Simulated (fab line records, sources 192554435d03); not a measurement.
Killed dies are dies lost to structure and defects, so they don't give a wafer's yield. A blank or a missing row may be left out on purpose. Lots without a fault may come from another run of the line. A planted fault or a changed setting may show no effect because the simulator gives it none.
fab line records | flow n5_finfet
record lots=10 wafers=26 last_day=18
route steps=1938 shown BEOL_M4@1111 BEOL_M15@1812 MIM_TOP@1835 PASSIVATION@1936
lots that met no fault: from a run of the same line without faults
start_h: hours from the record's first day to the start of the lot's first wafer shown | wait_h: hours since the lot's step before | " the same as in the row above | L1.1+2: a row that stands for several wafers | - no value, or no start given | * or withheld: withheld | < > ~ a bound
route shown NAME@n: a module of which the file shows steps, and the number in the route of the first | usual: mean/standard deviation of fault-free wafers | same: alike in all rows | chamber/n: place in a boat | sites: the reading at each site | _std_site: their standard deviation | _edge_site: outer sites' mean less inner sites' | radius_mm: how far each site lies from the wafer's centre | mask NAME#n: copy n | behind: the tool/chamber that last shaped the wafer | hold: why the lot was held/for how many hours/how that ended | device: the transistor (n, p or np) that didn't switch | end of line: the same wafers' tests at the end of the route | a step without rows: its recipe alone | killed: dies lost to structure and defects at the first sort, not the wafer's yield | map: a wafer's dies, x killed, . not, _ none there
set.NAME: the setting as run; set.NAME@STEP: as run at that earlier step | model.NAME: the simulator's own value behind a step, which no gauge read
steps of the route over a sample of lots; a table a step, a row a wafer
services: from which hour (start_h, from the record's first day; less than 0 if before it) a tool's chamber was out of use, for how many hours, and why
## steps
# step N5_BEOL_M4_RC_MEAS_101
# usual DIBL_N=35.8/1.5 DIBL_P=35.9/1.8 IOFF_N=0.152/0.025 IOFF_P=0.21/0.031 ION_N=672/11 ION_P=462/7.4 SS_N=71.5/0.52 SS_P=73.2/0.54 VT_N=250/3 VT_P=-250/3.3
# columns lot.wafer tool chamber start_h wait_h DIBL_N[mV/V] DIBL_P[mV/V] IOFF_N[nA/um] IOFF_P[nA/um] ION_N[uA/um] ION_P[uA/um] SS_N[mV/dec] SS_P[mV/dec] VT_N[mV] VT_P[mV]
L643.1 prober-01 0 166.18 0.0 35.7 36.5 0.146 0.19 670 454 72.9 72.9 251 -253
L643.4 " 0 " " 38.0 38.4 0.192 0.21 672 457 73.0 73.7 250 -249
L643.6 " 0 " " 37.1 37.1 0.176 0.20 682 455 72.7 73.0 251 -249
L645.2 prober-01 0 178.69 0.2 34.4 31.2 0.096 0.13 655 449 70.5 72.3 261 -260
L645.4 " 0 " " 37.0 34.5 0.137 0.18 672 458 71.1 73.2 253 -254
L645.5 " 0 " " 36.8 34.3 0.137 0.18 669 458 71.2 73.1 251 -255
L644.2 prober-02 0 178.93 0.2 37.5 36.4 0.161 0.23 675 467 71.4 73.3 249 -247
L644.3 " 0 " " 38.5 38.3 0.195 0.27 690 474 72.0 73.9 244 -245
L644.5 " 0 " " 35.5 34.8 0.131 0.20 665 465 71.7 73.3 251 -248
L649.3 prober-02 0 209.16 0.3 37.0 36.6 0.143 0.19 670 459 71.6 73.8 252 -255
L649.5 " 0 " " 37.5 37.7 0.146 0.19 665 453 71.9 74.1 254 -255
L649.6 " 0 " " 35.0 33.7 0.112 0.14 661 450 71.4 72.9 256 -259
L648.5 prober-02 0 219.01 0.6 36.8 38.6 0.155 0.19 678 459 71.0 73.4 252 -252
L648.6 " 0 " " 37.5 38.5 0.170 0.20 676 463 70.9 73.9 251 -254
L660.4 prober-02 0 271.90 0.5 35.5 37.1 0.182 0.24 682 460 71.9 73.3 247 -247
L660.5 " 0 " " 34.3 37.2 0.175 0.24 694 471 71.1 72.5 245 -250
L661.1 prober-02 0 285.84 0.0 36.3 38.6 0.179 0.24 677 463 71.6 73.8 247 -249
L661.5 " 0 " " 36.0 39.4 0.177 0.26 689 477 71.5 73.7 248 -248
L663.2 prober-02 0 300.52 0.2 33.7 34.6 0.135 0.20 662 465 71.3 72.6 251 -249
L663.3 " 0 " " 33.9 34.2 0.133 0.19 664 455 71.8 73.0 253 -251
L663.6 " 0 " " 34.5 34.7 0.145 0.20 653 455 71.4 73.2 254 -252
L664.1 prober-01 0 303.34 0.0 36.0 35.4 0.146 0.22 676 467 71.5 73.1 251 -249
L664.4 " 0 " " 35.9 35.9 0.154 0.23 678 466 71.8 73.0 246 -248
L664.6 " 0 " " 35.4 35.1 0.144 0.21 693 468 71.3 72.4 251 -248
L665.1 prober-02 0 321.00 0.0 35.6 35.7 0.151 0.21 666 465 71.9 73.4 251 -251
L665.4 " 0 " " 35.0 34.9 0.137 0.19 675 472 71.3 72.8 256 -253
# step N5_BEOL_M15_STRIP_62
# recipe chemistry=O2 power_w=600 temp_c=60 pressure_mtorr=30 rf_frequency_hz=6e+07 bias_power_w=0 overash_fraction=0.3 o2_flow_sccm=225
# usual drypump_motor_current_A=5.6/0.3 oes_product_au=0.81/0.092 rf_vpp_V=3.6/0.45 showerhead_plenum_p_Torr=2.11/0.041 throttle_valve_pct=16.60/0.2
# same overash_fraction=0.3
# columns lot.wafer tool chamber start_h wait_h drypump_motor_current_A oes_product_au rf_hours_counter_h rf_vpp_V showerhead_plenum_p_Torr throttle_valve_pct
L643.1 rie_diel-06 3 - - 5.3 0.82 104 3.0 2.03 16.67
L643.4 " 0 " " 5.8 0.71 200 3.6 2.14 16.63
L643.6 " 3 " " 5.3 0.81 - 2.9 2.03 16.67
L644.2 rie_diel-05 1 - - 5.3 0.78 111 3.5 2.11 16.50
L644.3 " 2 " " 5.5 0.81 76 3.4 2.11 16.57
L644.5 " 1 " " 5.3 0.78 - 3.8 2.11 16.51
L645.2 rie_diel-05 3 - - 5.5 0.67 240 3.5 2.07 16.99
L645.4 " 1 " " 5.3 0.77 112 3.5 2.11 16.48
L645.5 " 0 " " 6.0 0.73 - 3.3 2.18 16.60
L649.3 rie_diel-05 1 - - 5.3 0.76 123 4.1 2.11 16.53
L649.5 " 1 " " 5.3 0.76 - 3.1 2.11 16.52
L649.6 " 0 " " 6.0 0.73 - 4.0 2.17 16.63
L648.5 rie_diel-01 3 - - 5.8 0.71 - 3.5 2.13 16.48
L648.6 " 2 " " 5.3 0.95 - 3.9 2.07 16.39
L660.4 rie_diel-06 1 - - 5.3 0.87 44 3.9 2.13 16.33
L660.5 " 2 " " 5.6 0.68 - 3.8 2.08 16.97
L661.1 rie_diel-05 2 - - 5.5 0.78 112 3.8 2.10 16.65
L661.5 " 0 " " 6.0 0.71 - 4.2 2.16 16.65
L663.2 rie_diel-05 1 - - 5.3 0.75 150 3.9 2.10 16.56
L663.3 " 3 " " 5.5 0.91 22 4.0 2.06 16.59
L663.6 " 3 " " 5.5 0.91 - 3.7 2.06 16.59
L664.1 rie_diel-01 1 - - 6.0 0.86 50 4.1 2.16 16.87
L664.4 " 2 " " 5.3 0.88 42 2.9 2.06 16.43
L664.6 " 2 " " 5.3 0.87 - 3.8 2.06 16.47
L665.1 rie_diel-06 0 - - 5.8 0.67 237 3.9 2.13 16.70
L665.4 " 3 " " 5.2 0.77 143 3.5 2.01 16.74
# step N5_BEOL_M15_DEGAS_41
# recipe ambient=vacuum temp_c=300 time_s=60
# usual heater_power_w=469/63
# columns lot.wafer tool chamber start_h wait_h heater_power_w
L643.1 pvd_sputter-02 - 263.12 0.1 508
L643.4 " - " " 518
L643.6 " - " " 529
L644.2 pvd_sputter-03 - 263.65 0.3 401
L644.3 " - " " 586
L644.5 " - " " 401
L645.2 pvd_sputter-02 - 266.16 0.7 500
L645.4 " - " " 391
L645.5 " - " " 523
L649.3 pvd_sputter-01 - 302.18 0.4 380
L649.5 " - " " 442
L649.6 " - " " 409
L648.5 pvd_sputter-02 - 312.91 0.3 491
L648.6 " - " " 393
L660.4 pvd_sputter-03 - 356.57 0.4 503
L660.5 " - " " 401
L661.1 pvd_sputter-02 - 366.45 0.2 511
L661.5 " - " " 518
L663.2 pvd_sputter-02 - 381.07 0.3 489
L663.3 " - " " 512
L663.6 " - " " 486
L664.1 pvd_sputter-02 - 393.46 0.3 489
L664.4 " - " " 516
L664.6 " - " " 528
L665.1 pvd_sputter-01 - 416.20 0.7 376
L665.4 " - " " 449
# step N5_BEOL_M15_CMP_49
# recipe stop_on=SiO2 t_overpolish_s=4.9 down_force_psi=2 platen_rpm=80 clearing_platen_down_force_psi=2 clearing_platen_rpm=80 post_cmp_clean=cu_alkaline target_thk_nm=850 clearing_platen_pad_velocity_m_s=1.5917 pad_velocity_m_s=1.5917
# usual barrier_field_endpoint_s=11.30/0.28 head_pressure_psi=2.000/0.0043 motor_current_A=7.9/0.95 overpolish_run_s=4.901/0.0097
# columns lot.wafer tool chamber start_h wait_h barrier_field_endpoint_s head_pressure_psi motor_current_A overpolish_run_s
L643.4 cmp-01 2 264.02 0.1 11.70 1.999 7.1 4.907
L643.1 " 1 " " 11.22 2.002 7.3 4.890
L643.6 " 2 " " 11.45 2.003 7.1 4.905
L644.2 cmp-01 1 264.64 0.3 11.46 2.003 7.5 4.906
L644.3 " 2 " " 11.67 2.002 7.1 4.905
L644.5 " 3 " " 11.70 1.997 9.1 4.916
L645.2 cmp-01 3 267.17 0.3 11.53 2.001 8.9 4.907
L645.4 " 0 " " 11.73 2.007 8.3 4.901
L645.5 " 2 " " 11.41 1.999 7.0 4.906
L649.3 cmp-03 3 303.22 0.2 11.26 1.999 7.1 4.888
L649.5 " 3 " " 11.65 1.999 7.0 4.896
L649.6 " 0 " " 11.21 2.002 7.1 4.904
L648.5 cmp-01 0 313.93 0.2 11.28 2.001 7.8 4.915
L648.6 " 1 " " 11.45 2.004 7.0 4.894
L660.4 cmp-01 3 358.12 0.2 22.57 2.006 8.8 3.430
L660.5 " 3 " " 23.23 2.000 9.0 2.787
L661.1 cmp-01 0 367.61 0.3 11.11 2.000 8.4 4.906
L661.5 " 3 " " 22.00 2.004 9.4 4.017
L663.3 cmp-03 2 382.26 0.2 11.57 2.003 8.2 4.911
L663.2 " 3 " " 11.90 2.000 6.9 4.890
L663.6 " 2 " " 11.29 2.008 8.0 4.912
L664.4 cmp-03 0 394.36 0.1 11.30 2.000 6.9 4.902
L664.1 " 1 " " 11.02 2.004 9.2 4.908
L664.6 " 0 " " 11.23 2.002 6.1 4.904
L665.4 cmp-04 1 418.29 0.2 11.14 2.007 7.9 4.898
L665.1 " 3 " " 10.76 2.003 8.4 4.903
# step N5_BEOL_M15_THK_MEAS_50
# recipe thk_meas_gauge=xrf reads=Cu_of_BEOL_M15_ECD_47
# usual M15_THK=830/18
# columns lot.wafer tool chamber start_h wait_h M15_THK[nm]
L643.1 film_metro-02 - 264.31 - 826
L643.4 " - " " 825
L643.6 " - " " 805
L644.2 film_metro-01 - 264.86 - 837
L644.3 " - " " 860
L644.5 " - " " 853
L645.2 film_metro-02 - 267.39 - 809
L645.4 " - " " 819
L645.5 " - " " 819
L649.3 film_metro-01 - 303.52 - 830
L649.5 " - " " 806
L649.6 " - " " 827
L648.5 film_metro-01 - 314.08 - 840
L648.6 " - " " 839
L660.4 film_metro-01 - 358.38 - 1507
L660.5 " - " " 1541
L661.1 film_metro-02 - 367.87 - 830
L661.5 " - " " 1540
L663.2 film_metro-01 - 382.51 - 828
L663.3 " - " " 853
L663.6 " - " " 872
L664.1 film_metro-01 - 394.65 - 839
L664.4 " - " " 840
L664.6 " - " " 838
L665.1 film_metro-02 - 418.54 - 851
L665.4 " - " " 835
# step N5_BEOL_M15_INSPECT_55
# recipe inspect_instrument=darkfield mode=post_dep
# usual raw_defect_count=74/25
# columns lot.wafer tool chamber start_h wait_h raw_defect_count
L643.1 defect_inspect-02 - 264.47 0.0 64
L643.4 " - " " 74
L643.6 " - " " 127
L644.2 defect_inspect-02 - 265.01 0.0 72
L644.3 " - " " 61
L644.5 " - " " 56
L645.2 defect_inspect-02 - 267.55 0.0 70
L645.4 " - " " 47
L645.5 " - " " 76
L649.3 defect_inspect-02 - 303.67 0.0 88
L649.5 " - " " 52
L649.6 " - " " 77
L648.5 defect_inspect-01 - 314.23 0.0 30
L648.6 " - " " 44
L660.4 defect_inspect-01 - 358.53 0.0 6371
L660.5 " - " " 6361
L661.1 defect_inspect-01 - 368.02 0.0 39
L661.5 " - " " 6295
L663.2 defect_inspect-02 - 382.70 0.0 78
L663.3 " - " " 101
L663.6 " - " " 99
L664.1 defect_inspect-02 - 394.81 0.0 76
L664.4 " - " " 74
L664.6 " - " " 100
L665.1 defect_inspect-01 - 418.70 0.0 93
L665.4 " - " " 60
# step N5_MIM_TOP_ALD_01
# recipe material=HfO2 target_thk_a=56 temp_c=withheld ald_precursor_family=Hf-amide ald_co_reactant=O3 pulse_time_s=1 purge_time_s=3 co_reactant_purge_time_s=2 co_reactant_pulse_time_s=3 ald_cycles=62
# usual precursor_pulse_height_rel=1.002/0.021
# columns lot.wafer tool chamber start_h wait_h precursor_pulse_height_rel
L643.1 ald_hk-02 0 - - 0.986
L643.4 " 3 " " 1.020
L643.6 " 1 " " 0.993
L644.2 ald_hk-01 1 - - 1.001
L644.3 " 2 " " 0.990
L644.5 " 2 " " 1.022
L645.2 ald_hk-03 1 - - 1.010
L645.4 " 2 " " 1.003
L645.5 " 2 " " 1.015
L649.3 ald_hk-02 2 - - 1.003
L649.5 " 0 " " 0.989
L649.6 " 3 " " 1.002
L648.5 ald_hk-03 2 - - 0.991
L648.6 " 1 " " 1.008
L661.1 ald_hk-01 2 - - 0.999
L663.2 ald_hk-01 0 - - 1.055
L663.3 " 1 " " 1.003
L663.6 " 0 " " 1.017
L664.1 ald_hk-01 0 - - 1.012
L664.4 " 3 " " 1.029
L664.6 " 3 " " 1.032
L665.1 ald_hk-01 1 - - 1.008
L665.4 " 2 " " 1.002
# step N5_PASSIVATION_PROBE_49
# usual defect_limited_yield=91.7/1.7 killed_at_M0_to_M3=34/10 killed_at_M4_up=13/5.1 killed_at_contacts=12/6.2 killed_at_front_end=36/12 killed_at_other=3.2/2.6 killed_dies=98/20 killed_on_rim=13/4.5 killed_open=65/13 killed_short=32/8.4 sort_bin_5_function=4.8/1.1 sort_bin_6_memory=3.2/0.74 sort_bin_8_speed=0.00/0.012 sort_n_pass=1082/20 sort_yield_pct=91.7/1.7
# same gross_dies=1180 killed_at_back_side=0 sort_bin_4_leakage[%]=0
# columns lot.wafer tool chamber start_h wait_h defect_limited_yield[%] killed_at_M0_to_M3 killed_at_M4_up killed_at_contacts killed_at_front_end killed_at_other killed_dies killed_on_rim killed_open killed_short sort_bin_5_function[%] sort_bin_6_memory[%] sort_bin_8_speed[%] sort_n_pass sort_yield_pct[%]
L660.4 prober-02 - 376.64 0.2 0 50 1062 20 44 4 1180 152 92 36 6.9 3.7 0 0 0
L660.5 prober-02 - 376.69 0.2 0 47 1054 17 58 4 1180 152 89 46 6.9 4.3 0 0 0
L661.1 prober-02 - 381.90 0.0 92.6 33 15 7 32 0 87 12 63 24 4.6 2.8 0 1093 92.6
L661.5 prober-02 - 382.10 0.2 0 31 1102 6 40 1 1180 152 59 34 4.8 2.7 0 0 0
# killed by level:class
L660.4 BEOL_M15:area_cmp=1052 MOL_CONTACT_COAG:geometric_particle:open=19 FIN_SAQP:geometric_particle:open=16 BEOL_M1:geometric_particle:open=11 BEOL_M2:geometric_particle:open=11 FIN_SAQP:geometric_particle:short=9 BEOL_M0_SAQP:geometric_particle:short=8 BEOL_M0_SAQP:geometric_particle:open=8
L660.5 BEOL_M15:area_cmp=1045 FIN_SAQP:geometric_particle:open=17 BEOL_M0_SAQP:geometric_particle:open=15 FIN_SAQP:geometric_particle:short=11 MOL_CONTACT_COAG:geometric_particle:open=11 STI_FIN_REVEAL:geometric_particle:open=8 BEOL_M0_SAQP:geometric_particle:short=7 BEOL_M3:geometric_particle:open=7
L661.1 BEOL_M2:geometric_particle:open=11 MOL_CONTACT_COAG:geometric_particle:open=7 BEOL_M0_SAQP:geometric_particle:open=7 BEOL_M1:geometric_particle:open=7 BEOL_M4:geometric_particle:open=7 FIN_SAQP:geometric_particle:open=5 FIN_SAQP:geometric_particle:short=4 STI_FIN_REVEAL:geometric_particle:open=4
L661.5 BEOL_M15:area_cmp=1086 BEOL_M0_SAQP:geometric_particle:open=8 DUMMY_GATE:geometric_particle:open=7 FIN_SAQP:geometric_particle:short=6 BEOL_M0_SAQP:geometric_particle:short=6 BEOL_M2:geometric_particle:open=6 STI_FIN_REVEAL:geometric_particle:open=5 BEOL_M4:geometric_particle:open=5
## services
# columns tool chamber start_h hours kind
cmp-01 - 249.01 5.0 pm
cmp-04 - 249.41 4.6 pm
cmp-01 - 258.07 4.0 repair
pvd_sputter-01 - 260.51 3.0 repair
ald_hk-02 - 260.63 0.9 repair
rie_diel-06 0 274.36 3.1 repair
cmp-04 - 293.47 3.0 repair
rie_diel-06 3 294.02 4.3 repair
cmp-04 - 297.69 3.6 repair
cmp-03 - 310.81 1.6 repair
cmp-03 - 316.38 4.0 pm
cmp-04 - 326.54 7.1 pm
rie_diel-06 - 331.77 14.6 pm
ald_hk-03 - 332.44 1.2 pm
cmp-04 - 336.19 2.5 repair
ald_hk-02 - 339.83 2.3 repair
cmp-03 - 343.22 4.0 pm
cmp-03 - 362.01 5.8 pm
ald_hk-01 - 362.08 6.0 pm
ald_hk-03 - 371.88 0.7 repair
cmp-03 - 384.48 1.9 repair
pvd_sputter-03 - 393.46 7.6 repair
pvd_sputter-01 - 395.24 4.6 repair
rie_diel-05 1 406.43 4.8 repair
## key
first_sign step=N5_BEOL_M15_CMP_49 reading=overpolish_run_s direction=down sigmas=99+ usual=4.901 struck=3.411
effect step=N5_BEOL_M15_CMP_49 reading=barrier_field_endpoint_s direction=up sigmas=41 usual=11.30 struck=22.60
effect step=N5_BEOL_M15_THK_MEAS_50 reading=M15_THK direction=up sigmas=38 usual=830 struck=1529
effect step=N5_BEOL_M15_INSPECT_55 reading=raw_defect_count direction=up sigmas=99+ usual=74 struck=6342
effect step=N5_PASSIVATION_PROBE_49 reading=killed_at_M4_up direction=up sigmas=99+ usual=13 struck=1073
more_kills_born_at N5_BEOL_M15_CMP_49@cmp-01=3183
met_at N5_BEOL_M15_CMP_49
struck_lots L660,L661
struck_wafers L660.4,L660.5,L661.5
later_rows_left_out L660.4,L660.5,L661.5
not_acting_at N5_BEOL_M15_STRIP_62,N5_BEOL_M15_DEGAS_41,N5_MIM_TOP_ALD_01
onset_between 313.93 358.12
fault kind=process_parameter_drift tool=cmp-01 chamber=- onset_h=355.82 steps=N5_BEOL_M15_CMP_49 channel=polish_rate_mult offset=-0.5 shape=step end_h=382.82 scope=struck_wafers_only
# later_rows_left_out: the simulator's readings of these wafers behind a module that went badly wrong aren't trusted and aren't shown, but for the sort
